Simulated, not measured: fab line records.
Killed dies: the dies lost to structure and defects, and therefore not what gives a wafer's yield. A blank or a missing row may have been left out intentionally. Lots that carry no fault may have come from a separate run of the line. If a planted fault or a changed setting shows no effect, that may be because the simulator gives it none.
fab line records	flow n5Finfet
[record] lots = 5	wafers = 15	lastDay = 18
route steps=1938 shown MOL_CONTACT_COAG@626 BEOL_M0_SAQP@632 BEOL_M4@1111 PASSIVATION@1936
lots that met no fault: taken from a fault-free run of the same line
startH: hours from the record's first day to the start of the lot's first wafer shown	waitH: hours since the lot's step before	" same as the row above	L1.1+2: a row that stands for several wafers	- no value, or no start given	* or withheld: withheld	< > ~ a bound
route shown NAME@n: NAME is a module with steps in the file, n the number in the route of the first one	usual: mean/standard deviation of fault-free wafers	same: alike in all rows	chamber/n: place in a boat	sites: the reading at each site	_std_site: how widely they spread, as a standard deviation	_edge_site: inner sites' mean taken away from outer sites' mean	radiusMm: how far each site lies from the wafer's centre	mask NAME#n: copy n	behind: the last tool/chamber to shape the wafer	hold: reason for holding the lot/hours on hold/outcome of the hold	device: which transistor (n, p or np) failed to switch	end of line: the tests these same wafers got at the end of their route	where a step has no rows: the recipe by itself	killed: dies that structure and defects cost at the first sort, which is not the same as the wafer's yield	map: a wafer's dies, marking killed ones x, the rest . and places with no die _
set.NAME: the setting that was run; set.NAME@STEP: the one run at that earlier step	model.NAME: the simulator's own value behind a step, which no gauge read
lots seen at some steps along the route; tables by step, rows by wafer
services: the hour from which a tool's chamber was out of use, counted from the record's first day as startH (under 0 if before that day), plus the number of hours and why
[[steps]]
[step N5_MOL_CONTACT_COAG_SRD_128]
[recipe] dryTimeS = 32	dry = n2Spin	spinRpm = 1500
[step N5_MOL_CONTACT_COAG_CMP_52]
[recipe] stopOn = SiO2	tOverpolishS = 1.5	postCmpClean = wDiluteNh4oh	downForcePsi = 4	platenRpm = 50.289	padVelocityMS = 1.0006	targetThkNm = 66.5
[step N5_MOL_CONTACT_COAG_ANNEAL_112]
[recipe] tempC = 400	timeS = 1800	ambient = HPD2	pressureAtm = 10
[step N5_BEOL_M0_SAQP_PECVD_00]
[recipe] material = SiCN	targetThkA = 80	tempC = withheld	precursor = 3MS/NH3	pressureTorr = 3	rfW = 202	timeS = 14
[step N5_BEOL_M0_SAQP_ILD_DEP_01]
[recipe] material = SiOC	targetThkA = 454.19	tempC = 350	precursor = DEMS/O2	pressureTorr = 5	rfW = 500	timeS = 8.7
[step N5_BEOL_M0_SAQP_HM_DEP_02]
[recipe] material = TiN	targetThkA = 120	tempC = 25	chamberPressurePa = 0.49996
[step N5_BEOL_M0_SAQP_PECVD_03]
[recipe] material = SiCN	targetThkA = 120	tempC = withheld	precursor = 3MS/NH3	pressureTorr = 3	rfW = 202	timeS = 21.1
[step N5_BEOL_M0_SAQP_PECVD_96]
[recipe] material = a-Si	targetThkA = 450	tempC = 350	precursor = SiH4/He	pressureTorr = 3	rfW = 100	timeS = 45.2
[step N5_BEOL_M0_SAQP_PECVD_97]
[recipe] material = SiNx	targetThkA = 230	tempC = 350	precursor = SiH4/NH3/N2	pressureTorr = 1.5	rfW = 300	timeS = 19.9
[step N5_BEOL_M0_SAQP_PECVD_04]
[recipe] material = a-Si	targetThkA = 600	tempC = 350	precursor = SiH4/He	pressureTorr = 3	rfW = 100	timeS = 60.2
[usual] heaterPowerW = 649/76	showerheadPlenumPTorr = 5.67/0.041	throttleValvePct = 18.0/0.61
lot.wafer	tool	chamber	startH	waitH	heaterPowerW	showerheadPlenumPTorr	throttleValvePct	model.a-Si_of_BEOL_M0_SAQP_PECVD_04.thkNm
L687.2	pecvd-04	0	140.79	0.0	613	5.65	18.3	59.6
L687.3	"	2	"	"	590	5.64	17.8	59.8
L687.5	"	0	"	"	620	5.66	18.2	60.6
L699.1	pecvd-04	1	200.98	0.0	787	5.67	18.6	63.6
L699.2	"	2	"	"	633	5.65	17.7	59.2
L699.4	"	2	"	"	633	5.64	17.6	60
L700.1	pecvd-03	1	210.35	0.0	591	5.73	17.7	59.6
L700.3	"	0	"	"	527	5.73	18.0	60.4
L700.6	"	1	"	"	587	5.73	17.8	60
L701.1	pecvd-04	0	212.63	0.0	617	5.66	18.4	64.6
L701.3	"	2	"	"	643	5.64	17.6	59
L701.6	"	0	"	"	608	5.67	18.2	60
L703.1	pecvd-04	2	223.13	0.0	638	5.64	17.5	64.4
L703.5	"	1	"	"	724	5.66	18.8	65
L703.6	"	0	"	"	627	5.67	18.4	60.2
[step N5_BEOL_M0_SAQP_THK_MEAS_05]
[usual] thkNm = 59.8/0.7
lot.wafer	tool	chamber	startH	waitH	thkNm
L687.2	filmMetro-01	-	140.89	0.1	59.6
L687.3	"	-	"	"	59.7
L687.5	"	-	"	"	60.5
L699.1	filmMetro-01	-	201.08	0.1	63.5
L699.2	"	-	"	"	59.1
L699.4	"	-	"	"	60.1
L700.1	filmMetro-01	-	210.48	0.1	59.6
L700.3	"	-	"	"	60.4
L700.6	"	-	"	"	59.9
L701.1	filmMetro-02	-	212.73	0.1	64.6
L701.3	"	-	"	"	58.9
L701.6	"	-	"	"	60.0
L703.1	filmMetro-02	-	223.23	0.1	64.3
L703.5	"	-	"	"	65.0
L703.6	"	-	"	"	60.1
[step N5_BEOL_M0_SAQP_HM_DEP_111]
[recipe] material = SiO2	targetThkA = 120	tempC = 400	precursor = SiH4/N2O	pressureTorr = 0.75	rfW = 275	timeS = 7.2
[step N5_BEOL_M0_SAQP_COAT_81]
[recipe] resist = SOC	tempC = 250	timeS = 60	spinRpm = 1500	resistThkNm = 100
[step N5_BEOL_M0_SAQP_COAT_82]
[recipe] resist = SiARC	tempC = 220	timeS = 60	spinRpm = 1500	resistThkNm = 30
[step N5_BEOL_M0_SAQP_COAT_08]
[recipe] resist = CAR-ArF	spinRpm = 1500	resistThkNm = 90
[step N5_BEOL_M0_SAQP_EBR_10]
[recipe] solvent = PGMEA	ebrWidthMm = 1.5
[step N5_BEOL_M0_SAQP_SOFTBAKE_09]
[recipe] tempC = 110	timeS = 60	resist = CAR-ArF
[step N5_BEOL_M0_SAQP_EXPOSE_11]
[recipe] maskId = M0_CORE	na = 1.35	sourceShape = dipole	sigmaInner = 0.538	sigmaOuter = 0.738	polarization = te	targetCdNm = 42	doseMj = 55
[step N5_BEOL_M0_SAQP_PEB_12]
[recipe] pebTempC = withheld	pebTimeS = 60	resist = CAR-ArF
[step N5_BEOL_M0_SAQP_DEVELOP_13]
[recipe] developTimeS = 30	developer = TMAH	resist = CAR-ArF	devTempC = 23	rinseLiquid = diw	dry = airSpin
[step N5_BEOL_M0_SAQP_DESCUM_19]
[recipe] chemistry = O2	timeS = 7.9	sourcePowerW = 50	biasPowerW = 20	pressureMtorr = 20	rfFrequencyHz = 2.712e+07	tempC = 40	resist = CAR-ArF	o2FlowSccm = 225
[step N5_BEOL_M0_SAQP_ETCH_83]
[recipe] chemistry = CF4	target = SiARC	targetDepthA = 390	maskMaterial = CAR-ArF	timeS = 65	ionEnergyEv = 80	pressureMtorr = 40	sourceW = 545	biasW = 36	Ar_flow_sccm = 100	cf4FlowSccm = 100	ends = cleared
[step N5_BEOL_M0_SAQP_ETCH_84]
[recipe] chemistry = N2/H2	target = SOC	targetDepthA = 1000	overetchA = 200	maskMaterial = SiARC	tempC = 40	timeS = 150	ionEnergyEv = 200	pressureMtorr = 30	sourceW = 840	biasW = 150	n2FlowSccm = 200	h2FlowSccm = 200
[step N5_BEOL_M0_SAQP_STRIP_80]
[recipe] chemistry = N2/H2	tempC = 40	n2FlowSccm = 200	h2FlowSccm = 200	rfFrequencyHz = 6e+07
[step N5_BEOL_M0_SAQP_HM_OPEN_112]
[recipe] chemistry = CHF3/O2	target = SiO2	stopOn = a-Si	targetDepthA = 120	overEtchFrac = 1.25	maskMaterial = SOC	timeS = 13.5	pressureMtorr = 30	sourceW = 650	biasW = 170	Ar_flow_sccm = 200	CHF3_flow_sccm = 50	O2_flow_sccm = 5	ionEnergyEv = 200	ends = endPoint
[step N5_BEOL_M0_SAQP_STRIP_113]
[recipe] chemistry = CHF3/O2	resist = SiARC	rfFrequencyHz = 6e+07
[step N5_BEOL_M0_SAQP_MANDREL_ETCH_20]
[recipe] targetDepthA = 600	chemistry = HBr/Cl2	target = a-Si	stopOn = SiNx	btTimeS = 10	maskMaterial = SOC	overEtchFrac = 0.5	timeS = 30	pressureMtorr = 10	icpW = 800	biasW = 75	HBr_flow_sccm = 150	Cl2_flow_sccm = 80	ends = endPoint
[usual] biasW = 74.99/0.22	drypumpMotorCurrentA = 5.8/0.36	oesProductAu = 0.773/0.015	throttleValvePct = 35.52/0.21
lot.wafer	tool	chamber	startH	waitH	biasW	drypumpMotorCurrentA	oesProductAu	rfHoursCounterH	throttleValvePct	model.etch.depthNm
L687.2	rieSi-06	1	145.07	0.0	74.94	5.6	0.792	170	35.21	59.57
L687.3	"	0	"	"	75.25	5.9	0.766	162	35.29	59.71
L687.5	"	3	"	"	75.08	5.7	0.793	-	35.41	60.53
L699.1	rieSi-04	2	201.80	0.0	75.09	5.9	0.787	71	35.56	63.53
L699.2	"	1	"	"	75.08	6.2	0.755	169	35.52	59.18
L699.4	"	0	"	"	75.11	6.1	0.790	112	35.80	60.09
L700.1	rieSi-06	1	211.35	0.0	74.39	5.6	0.782	171	35.23	59.6
L700.3	"	0	"	"	74.78	5.9	0.777	164	35.30	60.38
L700.6	"	1	"	"	74.48	5.6	0.792	-	35.24	59.89
L701.1	rieSi-06	0	213.66	0.0	75.08	6.0	0.809	164	35.22	64.61
L701.3	"	1	"	"	74.77	5.6	0.779	171	35.22	58.95
L701.6	"	2	"	"	75.02	5.3	0.767	-	35.37	60.01
L703.1	rieSi-04	3	224.08	0.0	75.33	6.2	0.808	146	35.53	64.3
L703.5	"	1	"	"	74.92	6.2	0.798	-	35.46	64.95
L703.6	"	0	"	"	74.99	6.1	0.793	-	35.82	60.08
[step N5_BEOL_M0_SAQP_STRIP_86]
[recipe] chemistry = N2/H2	powerW = 500	tempC = 40	pressureMtorr = 50	rfFrequencyHz = 6e+07	overashFraction = 0.3	biasPowerW = 28	h2Frac = 0.5	n2FlowSccm = 300	h2FlowSccm = 300
[step N5_BEOL_M0_SAQP_STRIP_115]
[recipe] chemistry = postEtchResidueRemover	timeS = 60	tempC = 25	removerPh = withheld	removerWaterWtPct = withheld	removerFluorideWtPct = withheld
[step N5_BEOL_M0_SAQP_SRD_93]
[recipe] dry = ipaMarangoni	timeS = 30	tempC = 23	rinseLiquid = diw
[step N5_BEOL_M0_SAQP_RECESS_114]
[recipe] chemistry = HF/NH3	target = SiO2	targetDepthA = 144	afsCycles = 3	tempC = 30	sublimationTempC = 180	sublimationTimeS = 60
[step N5_BEOL_M0_SAQP_SPACER1_ALD_98]
[recipe] material = SiO2	targetThkA = 128	tempC = 300	aldPrecursorFamily = BDEAS	aldCoReactant = O2-plasma	pulseTimeS = 1	purgeTimeS = 2	coReactantPurgeTimeS = 2	aldCycles = 138	pressureTorr = 2
[step N5_BEOL_M0_SAQP_SPACER1_ETCHBACK_99]
[recipe] chemistry = CHF3/O2	mode = anisotropicEtchback	target = SiO2	targetDepthA = 154	timeS = 7.7	pressureMtorr = 30	sourceW = 650	biasW = 170	Ar_flow_sccm = 200	CHF3_flow_sccm = 50	O2_flow_sccm = 5	ionEnergyEv = 200
[usual] CHF3_flow_sccm = 50.00/0.14	O2_flow_sccm = 4.999/0.016	biasW = 170.0/0.5	drypumpMotorCurrentA = 6.0/0.54	oesProductAu = 0.80/0.084	rfVppV = 525/4.8	showerheadPlenumPTorr = 2.42/0.075	throttleValvePct = 19.03/0.18
lot.wafer	tool	chamber	startH	waitH	CHF3_flow_sccm	O2_flow_sccm	biasW	drypumpMotorCurrentA	oesProductAu	rfHoursCounterH	rfVppV	showerheadPlenumPTorr	throttleValvePct	model.a-Si_of_BEOL_M0_SAQP_PECVD_04.thkNm
L687.2	rieDiel-06	1	146.28	0.3	50.07	5.012	169.6	5.2	0.68	227	524	2.47	19.01	59
L687.3	"	3	"	"	50.01	5.005	169.8	5.2	0.84	38	526	2.44	19.07	59
L687.5	"	1	"	"	50.39	5.027	169.7	5.2	0.68	-	522	2.47	19.00	60
L699.1	rieDiel-06	1	203.03	0.3	49.86	5.000	169.8	5.2	0.67	244	523	2.46	19.04	63
L699.2	"	2	"	"	49.89	5.011	169.7	6.4	0.77	149	517	2.33	18.99	58.6
L699.4	"	1	"	"	49.82	4.999	170.2	5.2	0.67	-	523	2.46	19.05	59.4
L700.1	rieDiel-03	1	212.45	0.3	49.99	4.987	169.1	6.1	0.73	160	518	2.31	18.54	59
L700.3	"	3	"	"	50.01	5.002	170.2	5.4	0.89	47	528	2.44	18.91	59.8
L700.6	"	3	"	"	49.90	5.022	171.0	5.3	0.87	-	530	2.44	18.92	59.2
L701.1	rieDiel-01	2	215.18	0.3	50.09	5.007	171.3	6.4	0.89	29	531	2.55	19.07	64
L701.3	"	1	"	"	50.00	5.044	169.7	6.3	0.75	150	527	2.40	18.87	58.4
L701.6	"	3	"	"	49.89	4.990	170.0	6.0	0.94	-	518	2.36	18.93	59.4
L703.1	rieDiel-01	1	226.04	0.3	50.03	4.983	169.4	6.3	0.75	155	526	2.40	18.87	63.6
L703.5	"	2	"	"	49.99	4.989	169.5	6.4	0.88	-	529	2.55	19.09	64.4
L703.6	"	1	"	"	49.83	4.958	169.4	6.2	0.75	-	527	2.40	18.88	59.4
[step N5_BEOL_M0_SAQP_MANDREL1_REMOVE_100]
[recipe] chemistry = HBr/Cl2/O2	btTimeS = 10	target = a-Si	stopOn = SiNx	endpoint = OES-SiCl	overEtchFrac = 0.85	icpW = 600	biasW = 30	HBr_flow_sccm = 150	Cl2_flow_sccm = 80	O2_flow_sccm = 5	pressureMtorr = 10
[step N5_BEOL_M4_RC_MEAS_101]
[usual] DIBL_N = 36.0/1.3	DIBL_P = 36.2/1.7	IOFF_N = 0.155/0.024	IOFF_P = 0.21/0.034	ION_N = 674/9	ION_P = 463/7.1	SS_N = 71.4/0.5	SS_P = 73.4/0.57	VT_N = 250.0/2.8	VT_P = -251/3.2
lot.wafer	tool	chamber	startH	waitH	DIBL_N[mV/V]	DIBL_P[mV/V]	IOFF_N[nA/um]	IOFF_P[nA/um]	ION_N[uA/um]	ION_P[uA/um]	SS_N[mV/dec]	SS_P[mV/dec]	VT_N[mV]	VT_P[mV]
L687.2	prober-01	0	250.05	0.2	37.1	36.4	0.164	0.20	674	463	71.1	73.7	249.3	-253
L687.3	"	0	"	"	35.7	34.8	0.144	0.18	673	459	71.2	72.7	251.6	-251
L687.5	"	0	"	"	36.7	35.7	0.161	0.19	676	462	70.8	72.8	250.7	-252
L703.1	prober-02	0	295.87	0.0	37.2	37.1	0.167	0.27	682	473	71.1	73.8	246.3	-246
L703.5	"	0	"	"	38.9	39.1	0.200	0.32	689	483	71.7	74.3	245.4	-243
L703.6	"	0	"	"	39.7	40.0	0.219	0.33	702	479	71.8	74.2	245.5	-242
L699.1	prober-01	0	310.16	0.0	34.3	36.1	0.153	0.20	672	463	71.5	74.0	248.5	-250
L699.2	"	0	"	"	34.4	35.9	0.145	0.20	672	459	70.9	74.2	250.7	-252
L699.4	"	0	"	"	34.9	35.6	0.149	0.20	669	462	71.4	74.6	247.2	-250
L700.1	prober-02	0	311.79	0.0	36.7	35.0	0.160	0.23	675	472	71.5	72.8	249.3	-244
L700.3	"	0	"	"	37.4	36.1	0.168	0.27	673	472	71.9	73.6	245.3	-244
L700.6	"	0	"	"	36.5	34.8	0.149	0.23	674	468	71.8	72.9	249.9	-248
L701.1	prober-02	0	319.29	0.0	37.3	37.1	0.169	0.23	672	459	71.8	74.4	251.9	-253
L701.3	"	0	"	"	35.7	34.6	0.131	0.18	661	455	71.0	73.5	254.8	-254
L701.6	"	0	"	"	36.5	36.2	0.151	0.21	664	458	71.8	73.7	250.4	-250
[step N5_PASSIVATION_PROBE_49]
[usual] defectLimitedYield = 90.8/1.7	killed_at_M0_to_M3 = 37/12	killed_at_M4_up = 15/5.6	killedAtContacts = 13/6.9	killedAtFrontEnd = 40/11	killedAtOther = 4/3.2	killedDies = 109/20	killedOpen = 73/15	killedShort = 35/8.3	sort_bin_5_function = 5.4/1.1	sort_bin_6_memory = 3.5/0.73	sortNPass = 1071/20	sortYieldPct = 90.8/1.7
[same] grossDies = 1180	killedAtBackSide = 0	sort_bin_4_leakage[%] = 0	sort_bin_8_speed[%] = 0
lot.wafer	tool	chamber	startH	waitH	defectLimitedYield[%]	killed_at_M0_to_M3	killed_at_M4_up	killedAtContacts	killedAtFrontEnd	killedAtOther	killedDies	killedOpen	killedShort	sort_bin_5_function[%]	sort_bin_6_memory[%]	sortNPass	sortYieldPct[%]
L687.2	prober-01	-	346.89	0.1	92.9	26	15	5	31	7	84	48	33	4.5	2.1	1096	92.9
L687.3	prober-01	-	346.94	0.1	90.8	38	11	11	41	7	108	62	46	5.5	3.5	1072	90.8
L687.5	prober-01	-	347.04	0.2	92.3	30	16	6	35	4	91	51	40	4.3	3.1	1089	92.3
L703.1	prober-01	-	407.70	0.1	88.1	61	13	24	40	3	141	95	45	7.3	4.3	1039	88.1
L703.5	prober-01	-	407.90	0.3	90.0	37	18	16	40	7	118	74	35	6.0	3.2	1062	90.0
L703.6	prober-01	-	407.95	0.4	88.2	49	7	32	46	5	139	97	40	8.1	3.3	1041	88.2
L699.1	prober-01	-	411.84	0.0	91.2	39	14	9	37	5	104	62	42	4.2	4.1	1076	91.2
L699.2	prober-01	-	411.89	0.1	92.0	34	11	4	43	2	94	52	42	4.4	3.1	1086	92.0
L699.4	prober-01	-	411.99	0.2	93.1	30	9	4	37	2	82	53	29	3.7	2.9	1098	93.1
L700.1	prober-02	-	424.87	0.0	91.7	21	13	7	55	2	98	68	29	5.5	2.5	1082	91.7
L700.3	prober-02	-	424.97	0.1	90.8	32	26	11	34	5	108	69	35	6.3	2.5	1072	90.8
L700.6	prober-02	-	425.12	0.3	91.9	32	13	4	45	1	95	59	34	4.6	2.8	1085	91.9
L701.1	prober-01	-	425.88	0.0	90.7	38	16	21	35	0	110	64	45	5.3	3.3	1070	90.7
L701.3	prober-01	-	425.98	0.1	92.7	33	6	11	35	1	86	56	30	4.2	2.6	1094	92.7
L701.6	prober-01	-	426.13	0.3	89.9	42	10	26	28	13	119	77	40	5.9	3.8	1061	89.9
// killed by level:class
L687.2 BEOL_M0_SAQP:geometricParticle:short=10 STI_FIN_REVEAL:geometricParticle:open=8 FIN_SAQP:geometricParticle:short=5 BEOL_M2:geometricParticle:open=5 MIM_TOP:geometricParticle:open=4 BEOL_M0_SAQP:geometricParticle:open=4 BEOL_M4:geometricParticle:open=4 GATE_CUT:geometricParticle:short=3
L687.3 MOL_CONTACT_COAG:geometricParticle:open=10 BEOL_M0_SAQP:geometricParticle:open=10 STI_FIN_REVEAL:geometricParticle:open=9 GATE_CUT:geometricParticle:short=9 FIN_SAQP:geometricParticle:open=6 BEOL_M2:geometricParticle:short=6 BEOL_M3:geometricParticle:short=6 BEOL_M4:geometricParticle:open=5
L687.5 STI_FIN_REVEAL:geometricParticle:open=12 BEOL_M4:geometricParticle:open=9 BEOL_M2:geometricParticle:open=7 BEOL_M0:geometricParticle:short=6 MOL_CONTACT_COAG:geometricParticle:short=5 BEOL_M0_SAQP:geometricParticle:short=5 STARTING-WAFER:geometricParticle:short=5 STI_FIN_REVEAL:geometricParticle:short=4
L703.1 BEOL_M0_SAQP:geometricParticle:short=17 MOL_CONTACT_COAG:geometricParticle:open=16 BEOL_M0:geometricParticle:open=14 FIN_SAQP:geometricParticle:open=10 STI_FIN_REVEAL:geometricParticle:open=8 MOL_CONTACT_COAG:geometricParticle:short=8 BEOL_M3:geometricParticle:open=8 BEOL_M0_SAQP:geometricParticle:open=8
L703.5 MOL_CONTACT_COAG:geometricParticle:open=12 BEOL_M0_SAQP:geometricParticle:open=12 BEOL_M4:geometricParticle:open=12 BEOL_M0_SAQP:geometricParticle:short=9 HKMG_FIN:areaEtch=6 FIN_SAQP:geometricParticle:open=5 ILD0:geometricParticle:open=5 STI_FIN_REVEAL:geometricParticle:open=4
L703.6 MOL_CONTACT_COAG:geometricParticle:open=26 BEOL_M0_SAQP:geometricParticle:short=13 BEOL_M3:geometricParticle:open=11 FIN_SAQP:geometricParticle:open=10 STI_FIN_REVEAL:geometricParticle:open=7 BEOL_M0_SAQP:geometricParticle:open=7 BEOL_M0:geometricParticle:open=7 GATE_CUT:geometricParticle:short=6
L699.1 FIN_SAQP:geometricParticle:short=12 BEOL_M1:geometricParticle:short=8 FIN_SAQP:geometricParticle:open=7 MOL_CONTACT_COAG:geometricParticle:open=7 BEOL_M1:geometricParticle:open=7 BEOL_M3:geometricParticle:open=7 STI_FIN_REVEAL:geometricParticle:open=6 BEOL_M2:geometricParticle:short=6
L699.2 FIN_SAQP:geometricParticle:short=13 FIN_SAQP:geometricParticle:open=9 BEOL_M2:geometricParticle:open=9 STI_FIN_REVEAL:geometricParticle:open=6 BEOL_M0_SAQP:geometricParticle:open=5 BEOL_M2:geometricParticle:short=5 BEOL_M0:geometricParticle:short=4 BEOL_M1:geometricParticle:open=4
L699.4 FIN_SAQP:geometricParticle:short=8 GATE_CUT:geometricParticle:short=7 BEOL_M1:geometricParticle:open=7 BEOL_M0_SAQP:geometricParticle:open=6 FIN_SAQP:geometricParticle:open=5 BEOL_M3:geometricParticle:open=5 DUMMY_GATE:geometricParticle:open=4 BEOL_M2:geometricParticle:open=4
L700.1 STI_FIN_REVEAL:geometricParticle:open=24 MOL_CONTACT_COAG:geometricParticle:open=7 BEOL_M4:geometricParticle:open=7 GATE_CUT:geometricParticle:open=6 FIN_SAQP:geometricParticle:short=5 STI_FIN_REVEAL:geometricParticle:short=4 BEOL_M1:geometricParticle:short=4 BEOL_M0_SAQP:geometricParticle:short=4
L700.3 BEOL_M4:geometricParticle:open=13 MOL_CONTACT_COAG:geometricParticle:open=10 BEOL_M0_SAQP:geometricParticle:open=8 BEOL_M3:geometricParticle:open=7 BEOL_M4:geometricParticle:short=7 BEOL_M0_SAQP:geometricParticle:short=6 BEOL_M2:geometricParticle:open=6 FIN_SAQP:geometricParticle:short=5
L700.6 STI_FIN_REVEAL:geometricParticle:open=15 BEOL_M0_SAQP:geometricParticle:short=8 BEOL_M0_SAQP:geometricParticle:open=8 BEOL_M1:geometricParticle:open=7 BEOL_M2:geometricParticle:open=6 FIN_SAQP:geometricParticle:open=5 BEOL_M4:geometricParticle:short=4 BEOL_M4:geometricParticle:open=4
L701.1 MOL_CONTACT_COAG:geometricParticle:open=16 BEOL_M1:geometricParticle:open=8 BEOL_M2:geometricParticle:short=8 BEOL_M0_SAQP:geometricParticle:short=7 STARTING-WAFER:geometricParticle:short=7 STI_FIN_REVEAL:geometricParticle:open=6 BEOL_M3:geometricParticle:open=6 FIN_SAQP:geometricParticle:short=5
L701.3 MOL_CONTACT_COAG:geometricParticle:open=10 FIN_SAQP:geometricParticle:short=9 BEOL_M0_SAQP:geometricParticle:open=9 FIN_SAQP:geometricParticle:open=7 BEOL_M2:geometricParticle:short=6 BEOL_M3:geometricParticle:open=6 BEOL_M2:geometricParticle:open=5 STARTING-WAFER:geometricParticle:short=4
L701.6 MOL_CONTACT_COAG:geometricParticle:open=18 BEOL_M2:geometricParticle:open=17 FIN_SAQP:geometricParticle:short=9 MOL_CONTACT_COAG:geometricParticle:short=8 FIN_SAQP:geometricParticle:open=6 BEOL_M2:geometricParticle:short=6 BEOL_M0_SAQP:geometricParticle:short=5 BEOL_M3:geometricParticle:open=5
[[services]]
tool	chamber	startH	hours	kind
pecvd-03	-	122.54	2.8	pm
rieDiel-01	3	154.08	-	clean
rieDiel-01	3	154.08	-	consumableReplace:focusRing
rieDiel-01	3	154.08	18.9	scheduledDown
rieDiel-01	3	154.08	18.9	ventCycle
rieSi-04	3	168.94	7.1	repair
rieDiel-03	1	174.81	17.2	repair
rieDiel-06	0	198.08	6.2	repair
pecvd-03	2	202.38	-	clean
pecvd-03	2	202.38	-	consumableReplace:showerhead
pecvd-03	2	202.38	29.0	scheduledDown
pecvd-03	2	202.38	29.0	ventCycle
rieSi-06	3	208.37	5.2	repair
pecvd-04	2	209.60	-	calibration
rieDiel-06	1	221.29	-	clean
rieDiel-06	1	221.29	-	consumableReplace:esc
rieDiel-06	1	221.29	-	consumableReplace:focusRing
rieDiel-06	1	221.29	25.2	scheduledDown
rieDiel-06	1	221.29	25.2	ventCycle
[[key]]
[firstSign] step = N5_BEOL_M0_SAQP_THK_MEAS_05	reading = thkNm	direction = up	sigmas = 6.4	usual = *	struck = *
effect none on later readings
[modelEffect] step = N5_BEOL_M0_SAQP_PECVD_04	value = a-Si_of_BEOL_M0_SAQP_PECVD_04.thkNm	without = 59.6	struck = 64.4
[modelEffect] step = N5_BEOL_M0_SAQP_MANDREL_ETCH_20	value = etch.depthNm	without = 59.57	struck = 64.35
[modelEffect] step = N5_BEOL_M0_SAQP_SPACER1_ETCHBACK_99	value = a-Si_of_BEOL_M0_SAQP_PECVD_04.thkNm	without = 59	struck = 63.75
metAt N5_BEOL_M0_SAQP_PECVD_04
struckWafers L699.1,L701.1,L703.1,L703.5
onsetBetween 140.79 200.98
[fault] kind = processParameterDrift	tool = pecvd-04	chamber = -	onsetH = 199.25	steps = N5_BEOL_M0_SAQP_PECVD_04	channel = timeS	offset = *	shape = step	endH = 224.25	scope = struckWafersOnly	actsIn = *	stated = *
